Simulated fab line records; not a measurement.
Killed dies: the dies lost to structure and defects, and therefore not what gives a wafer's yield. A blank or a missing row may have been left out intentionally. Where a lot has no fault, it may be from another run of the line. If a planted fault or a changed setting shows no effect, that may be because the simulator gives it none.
A lot that was struck, set against a sound lot || flow n5_finfet || 29 steps out of a route of 1938
Sound: wafers L277.3, L277.4, L277.5. The struck wafers were L283.1, L283.3, L283.4. Last of all comes the cause.
Each step with rows lists, per side, the tool, then ch with its chambers, then its first start. Under that, the readings that differ: sound wafers || struck wafers || difference of the means || sigmas: that difference in standard deviations of wafers without a fault.
alike: same words and numbers on both sides, and readings whose means sit less than 2 such deviations apart. not compared: any withheld reading, any reading some wafer has no value for, any bound like >300 that may hide the same value, and any number with overlapping values for which the record gives no deviation.
Wherever a step has rows on one side only, a row that says differs or no value, or a row with sigmas, the two part there. When numbers do not overlap yet have no deviation, they are printed without sigmas and do not part them. A reading missing from all wafers of one side parts the sides only when that side holds two or more wafers.

first, 1 step without rows for these wafers: N5_BEOL_M3_ECD_50 (material Cu, target thk 300 nm).
N5_BEOL_M3_ANNEAL_51: time 90 s.
  sound on rtp_anneal-02 ch 0, day 8 16:53; struck on rtp_anneal-01 ch 0, day 9 18:38
{"reading": "wafer_temp_C_max", "sound": "226.6 226.3 226.7", "struck": "225.5 225.8 225.7", "difference": -0.9, "sigmas": -2}
then, 1 step without rows for these wafers: N5_BEOL_M3_CMP_52 (polishes, stops on SiOC, t overpolish 6.8 s, target thk 40 nm).
N5_BEOL_M3_THK_MEAS_53: measures by xrf.
  struck on film_metro-02, day 9 19:14; sound on film_metro-02, day 8 17:24
  alike: M3_THK
N5_BEOL_M3_PRE_CLEAN_60: time 15 s.
  sound on cvd_co-01 ch 1,2, day 8 17:31; struck on cvd_co-01 ch 0,1,2, day 9 19:16
  alike: heater_power_w
N5_BEOL_M3_CO_CAP_55: material Co, precursor CCTBA/H2, target thk 2 nm, time 102.1 s.
  sound on cvd_co-01 ch 1,2, day 8 17:33; struck on cvd_co-01 ch 0,1,2, day 9 19:19
  alike: heater_power_w
then, 1 step without rows for these wafers: N5_BEOL_M3_PRE_CLEAN_56 (time 15 s).
N5_BEOL_M3_DEP_57: deposits SiCN from 3MS/NH3, target thk 8 nm, time 14 s.
  sound on pecvd-02 ch 0,1,2, day 8 17:40; struck on pecvd-04 ch 1,2, day 9 19:26
  alike: showerhead_plenum_p_Torr, throttle_valve_pct
N5_BEOL_M3_RS_MEAS_58: the measuring method here is four-point-probe.
  struck on film_metro-01, day 9 19:30; sound on film_metro-02, day 8 17:44
  alike: M3_RS
N5_BEOL_M3_INSPECT_59: inspects for defects (darkfield).
  struck on defect_inspect-01, day 9 19:31; sound on defect_inspect-02, day 8 17:46
  alike: raw_defect_count
N5_BEOL_M4_ILD_DEP_00: deposits SiOC from DEMS/O2, target thk 79 nm, time 15.3 s.
  sound on pecvd-03 ch 1,2, day 8 17:47; struck on pecvd-02 ch 0,1,2, day 9 19:34
  alike: heater_power_w, showerhead_plenum_p_Torr, throttle_valve_pct
N5_BEOL_M4_THK_MEAS_01:
  struck on film_metro-02, day 9 19:38; sound on film_metro-02, day 8 17:52
  alike: M4_ILD_THK
N5_BEOL_M4_PECVD_72: deposits SiO2 from TEOS/O2, target thk 16 nm, time 18 s.
  sound on pecvd-02 ch 0,1, day 8 17:54; struck on pecvd-03 ch 0,1,2, day 9 19:40
{"reading": "heater_power_w (W)", "sound": "607 633 613", "struck": "953 1029 663", "difference": "+264", "sigmas": "+2"}
  alike: showerhead_plenum_p_Torr, throttle_valve_pct
then, 10 steps without rows for these wafers: N5_BEOL_M4_HM_DEP_02 (deposits TiN, target thk 20 nm); N5_BEOL_M4_COAT_61 (time 60 s, resist thk 60 nm); N5_BEOL_M4_COAT_62 (time 60 s, resist thk 12 nm); N5_BEOL_M4_COAT_73 (time 60 s, resist thk 5 nm); N5_BEOL_M4_COAT_05 (resist thk 30 nm); N5_BEOL_M4_EBR_07; N5_BEOL_M4_SOFTBAKE_06 (time 60 s); N5_BEOL_M4_EXPOSE_08 (exposes mask M4); N5_BEOL_M4_PEB_09 (peb time 60 s); N5_BEOL_M4_DEVELOP_10 (develop time 30 s).
N5_BEOL_M4_CD_MEAS_11 targets a cd of 16.79 nm.
  sound on cd_sem-03 ch 0, day 8 20:18; struck on cd_sem-03 ch 0, day 9 20:24
  alike: cd_nm
N5_BEOL_M4_OVL_MEAS_12:
  sound on overlay-02 ch 0, day 8 20:20; struck on overlay-02 ch 0, day 9 20:26
  alike: M4_OVL
N5_BEOL_M4_INSPECT_13: inspects for defects (brightfield).
  struck on defect_inspect-02, day 9 20:29; sound on defect_inspect-01, day 8 20:23
{"reading": "raw_defect_count", "sound": "558 641 502", "struck": "1327 1268 1242", "difference": "+712", "sigmas": "+6"}
then, 1 step without rows for these wafers: N5_BEOL_M4_DESCUM_16 (chemistry O2, time 7 s).
N5_BEOL_M4_RC_MEAS_101:
  sound on prober-02 ch 0, day 9 03:14; struck on prober-01 ch 0, day 10 02:39
  alike: DIBL_N, DIBL_P, IOFF_N, IOFF_P, ION_N, ION_P, SS_N, SS_P, VT_N, VT_P
-- record jumps: 5 days separate the struck wafers' starts on either side; left off in module BEOL_M4, taken up again in module PASSIVATION, whose first shown step is the route's number 1936 --
N5_PASSIVATION_PROBE_49:
  struck on prober-02, day 14 19:43; sound on prober-01, day 13 09:26
{"reading": "defect_limited_yield (%)", "sound": "91.1 91.9 90.6", "struck": "82.0 82.2 84.8", "difference": -8.2, "sigmas": -5}
{"reading": "killed_at_M4_up", "sound": "19 17 15", "struck": "152 140 129", "difference": "+123", "sigmas": "+24"}
{"reading": "killed_dies", "sound": "105 96 111", "struck": "212 210 179", "difference": "+96", "sigmas": "+5"}
{"reading": "sort_bin_5_function (%)", "sound": "5.3 4.2 5.6", "struck": "12.3 11.6 9.7", "difference": "+6.2", "sigmas": "+6"}
{"reading": "sort_n_pass", "sound": "1075 1084 1069", "struck": "968 970 1001", "difference": -96, "sigmas": -5}
{"reading": "sort_yield_pct (%)", "sound": "91.1 91.9 90.6", "struck": "82.0 82.2 84.8", "difference": -8.2, "sigmas": -5}
  alike: killed_at_M0_to_M3, killed_at_contacts, killed_at_front_end, killed_at_other, killed_on_rim, killed_open, killed_short, sort_bin_6_memory, sort_bin_8_speed

WHERE THEY PART
First at N5_BEOL_M3_ANNEAL_51; last, within this record, at N5_PASSIVATION_PROBE_49.

WHY: whatever the simulator had introduced
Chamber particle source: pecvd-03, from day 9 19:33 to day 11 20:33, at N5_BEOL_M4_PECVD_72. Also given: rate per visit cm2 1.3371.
